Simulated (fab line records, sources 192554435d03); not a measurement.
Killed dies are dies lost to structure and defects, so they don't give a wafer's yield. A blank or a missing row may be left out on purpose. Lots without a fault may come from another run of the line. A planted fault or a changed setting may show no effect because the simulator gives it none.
Chamber matching | flow n5_finfet | N5_BEOL_M7_ETCH_66 on rie_diel-01: 4 sister chambers
The step etches SOC in N2/H2, target depth 80 nm, overetch 16 nm, time 120 s. 7 wafers are shown with their chamber, then 8 later ones without.

WAFERS WITH THEIR CHAMBER
wafer  | chamber | showerhead_plenum_p_Torr (Torr) | throttle_valve_pct (%)
L075.5 | 2       | 2.64                            | 18.28
L087.5 | 0       | 2.61                            | 17.68
L087.6 | 1       | 2.69                            | 17.57
L088.2 | 1       | 2.69                            | 17.58
L088.3 | 3       | 2.60                            | 17.42
L088.5 | 0       | 2.60                            | 17.68
L089.2 | 3       | 2.60                            | 17.45

WAFERS WITHOUT THEIR CHAMBER
wafer  | showerhead_plenum_p_Torr (Torr) | throttle_valve_pct (%)
L089.3 | 2.63                            | 18.31
L089.6 | 2.60                            | 17.45
L095.1 | 2.60                            | 17.69
L095.3 | 2.68                            | 17.59
L095.4 | 2.59                            | 17.47
L096.2 | 2.59                            | 17.48
L096.3 | 2.68                            | 17.58
L096.6 | 2.60                            | 17.72

WHICH CHAMBER EACH WENT THROUGH
wafer  | from the rows above | in truth
L089.3 | 2                   | 2
L089.6 | 3                   | 3
L095.1 | 0                   | 0
L095.3 | 1                   | 1
L095.4 | 3                   | 3
L096.2 | 3                   | 3
L096.3 | 1                   | 1
L096.6 | 0                   | 0
Placed correctly: 8 of 8. Can't be placed from these rows: 0. Placed wrongly: 0.
How it was worked out, from the rows above alone: a wafer's distance from a chamber is the root of the sum, over the readings, of the square of ((its reading less the chamber's mean) divided by the reading's scatter). The wafer belongs to the nearest chamber; if the next one is less than 2 further off, it can't be placed. A chamber's mean is the mean of its shown wafers. The scatter: the root of (the sum of the squares of (reading less its chamber's mean) over the shown wafers, divided by (wafers less chambers)).
